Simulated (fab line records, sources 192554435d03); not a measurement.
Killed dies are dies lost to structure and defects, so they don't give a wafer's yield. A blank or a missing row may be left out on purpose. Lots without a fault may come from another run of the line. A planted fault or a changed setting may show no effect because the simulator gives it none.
fab line records | flow n5_finfet
record lots=7 wafers=21
route steps=1938 shown TV_LITHO@1879 PASSIVATION@1901
start_h: hours from the record's first day to the start of the lot's first wafer shown | wait_h: hours since the lot's step before | " the same as in the row above | L1.1+2: a row that stands for several wafers | - no value, or no start given | * or withheld: withheld | < > ~ a bound
route shown NAME@n: a module of which the file shows steps, and the number in the route of the first | usual: mean/standard deviation of fault-free wafers | same: alike in all rows | chamber/n: place in a boat | sites: the reading at each site | _std_site: their standard deviation | _edge_site: outer sites' mean less inner sites' | radius_mm: how far each site lies from the wafer's centre | mask NAME#n: copy n | behind: the tool/chamber that last shaped the wafer | hold: why the lot was held/for how many hours/how that ended | device: the transistor (n, p or np) that didn't switch | end of line: the same wafers' tests at the end of the route | a step without rows: its recipe alone | killed: dies lost to structure and defects at the first sort, not the wafer's yield | map: a wafer's dies, x killed, . not, _ none there
set.NAME: the setting as run; set.NAME@STEP: as run at that earlier step | model.NAME: the simulator's own value behind a step, which no gauge read
lots whose settings were changed on purpose; a table a step, a row a wafer
## steps
# step N5_PASSIVATION_EXPOSE_07
# recipe mask_id=TV na=0.55 source_shape=conventional sigma_outer=0.8 polarization=unpolarized defocus_nm=0 target_cd_nm=3000 dose_mj=22.75
# columns lot.wafer tool chamber start_h wait_h mask set.dose_mj
L075.3 krf_scanner-01 0 285.43 - TV#0 24.37
L075.4+6 " 0 " " TV#0 22.75
L081.2+3+4 krf_scanner-01 0 310.58 - TV#0 22.75
L083.2+5 krf_scanner-01 0 328.33 - TV#0 22.75
L083.3 " 0 " " TV#0 24.16
L087.1+2+5 krf_scanner-01 0 356.69 - TV#0 22.75
L089.2+3+4 krf_scanner-01 0 371.16 - TV#0 22.75
L091.3 krf_scanner-01 0 377.71 - TV#0 23.69
L091.5+6 " 0 " " TV#0 22.75
L097.3 krf_scanner-02 0 414.64 - TV#0 22.21
L097.4+5 " 0 " " TV#0 22.75
# step N5_PASSIVATION_PEB_08
# recipe peb_temp_c=withheld peb_time_s=*
# step N5_PASSIVATION_DEVELOP_09
# recipe develop_time_s=60 rinse_liquid=diw dry=air_spin dev_temp_c=21
# step N5_PASSIVATION_HARDBAKE_11
# recipe temp_c=130 time_s=120
# step N5_PASSIVATION_CD_MEAS_10
# recipe target_cd_nm=3000 landing_energy_ev=500 detector=se_inlens
# usual cd_nm=3000.8/1.9
# columns lot.wafer tool chamber start_h wait_h set.dose_mj@PASSIVATION_EXPOSE_07 cd_nm
L075.3 cd_sem-03 0 285.59 - 24.37 3015.3
L075.4 " 0 " " 22.75 3001.2
L075.6 " 0 " " 22.75 3001.7
L081.2 cd_sem-01 0 310.75 - 22.75 3002.2
L081.3 " 0 " " 22.75 3001.8
L081.4 " 0 " " 22.75 2998.8
L083.2 cd_sem-03 0 328.51 - 22.75 3002.7
L083.3 " 0 " " 24.16 3015.8
L083.5 " 0 " " 22.75 3003.7
L087.1 cd_sem-02 0 356.87 - 22.75 3000.5
L087.2 " 0 " " 22.75 3002.1
L087.5 " 0 " " 22.75 3001.3
L089.2 cd_sem-02 0 371.33 - 22.75 3000.6
L089.3 " 0 " " 22.75 3001.3
L089.4 " 0 " " 22.75 2998.6
L091.3 cd_sem-03 0 377.88 - 23.69 3010.8
L091.5 " 0 " " 22.75 2999.3
L091.6 " 0 " " 22.75 2998.1
L097.3 cd_sem-01 0 414.81 - 22.21 2997.0
L097.4 " 0 " " 22.75 3003.3
L097.5 " 0 " " 22.75 3001.8
# step N5_PASSIVATION_EXPOSE_27
# recipe mask_id=PAD na=0.55 source_shape=conventional sigma_outer=0.8 polarization=unpolarized defocus_nm=0 dose_mj=32.3
# columns lot.wafer tool chamber start_h wait_h mask set.dose_mj
L075.3+4 krf_scanner-01 0 287.50 - PAD#0 32.3
L075.6 " 0 " " PAD#0 30.09
L081.2+4 krf_scanner-02 0 312.63 - PAD#0 33.95
L081.3 " 0 " " PAD#0 32.3
L083.2+3 krf_scanner-01 0 330.28 - PAD#0 32.3
L083.5 " 0 " " PAD#0 31.13
L087.1+2+5 krf_scanner-01 0 358.38 - PAD#0 32.3
L089.2+3+4 krf_scanner-02 0 372.69 - PAD#0 32.3
L091.3 krf_scanner-02 0 379.80 - PAD#0 33.34
L091.5+6 " 0 " " PAD#0 32.3
L097.3+4+5 krf_scanner-02 0 416.62 - PAD#0 32.3
# step N5_PASSIVATION_PEB_28
# recipe peb_temp_c=withheld peb_time_s=*
# step N5_PASSIVATION_DEVELOP_29
# recipe develop_time_s=60 rinse_liquid=diw dry=air_spin dev_temp_c=21
# step N5_PASSIVATION_HARDBAKE_31
# recipe temp_c=130 time_s=120
# step N5_PASSIVATION_CD_MEAS_30
# recipe target_cd_nm=4000 landing_energy_ev=500 detector=se_inlens polarity=opening
# usual cd_nm=3999.8/1.5
# columns lot.wafer tool chamber start_h wait_h set.dose_mj@PASSIVATION_EXPOSE_27 cd_nm
L075.3 cd_sem-03 0 287.66 - 32.3 4000.6
L075.4 " 0 " " 32.3 4000.7
L075.6 " 0 " " 30.09 3987.5
L081.2 cd_sem-03 0 312.80 - 33.95 4008.1
L081.3 " 0 " " 32.3 3998.8
L081.4 " 0 " " 33.95 4008.2
L083.2 cd_sem-02 0 330.45 - 32.3 3998.9
L083.3 " 0 " " 32.3 3999.7
L083.5 " 0 " " 31.13 3993.4
L087.1 cd_sem-02 0 358.56 - 32.3 3999.7
L087.2 " 0 " " 32.3 3997.3
L087.5 " 0 " " 32.3 3999.2
L089.2 cd_sem-02 0 372.86 - 32.3 4001.0
L089.3 " 0 " " 32.3 4000.9
L089.4 " 0 " " 32.3 4001.2
L091.3 cd_sem-02 0 379.96 - 33.34 4006.9
L091.5 " 0 " " 32.3 4003.0
L091.6 " 0 " " 32.3 4001.3
L097.3 cd_sem-01 0 416.78 - 32.3 3998.9
L097.4 " 0 " " 32.3 3999.3
L097.5 " 0 " " 32.3 4001.2
## key
split step=N5_PASSIVATION_EXPOSE_07 setting=dose_mj stated=22.75 by=wafer
response step=N5_PASSIVATION_CD_MEAS_10 reading=cd_nm change=+2.15 per=1% r=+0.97
split step=N5_PASSIVATION_EXPOSE_27 setting=dose_mj stated=32.3 by=wafer
response step=N5_PASSIVATION_CD_MEAS_30 reading=cd_nm change=+1.81 per=1% r=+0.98
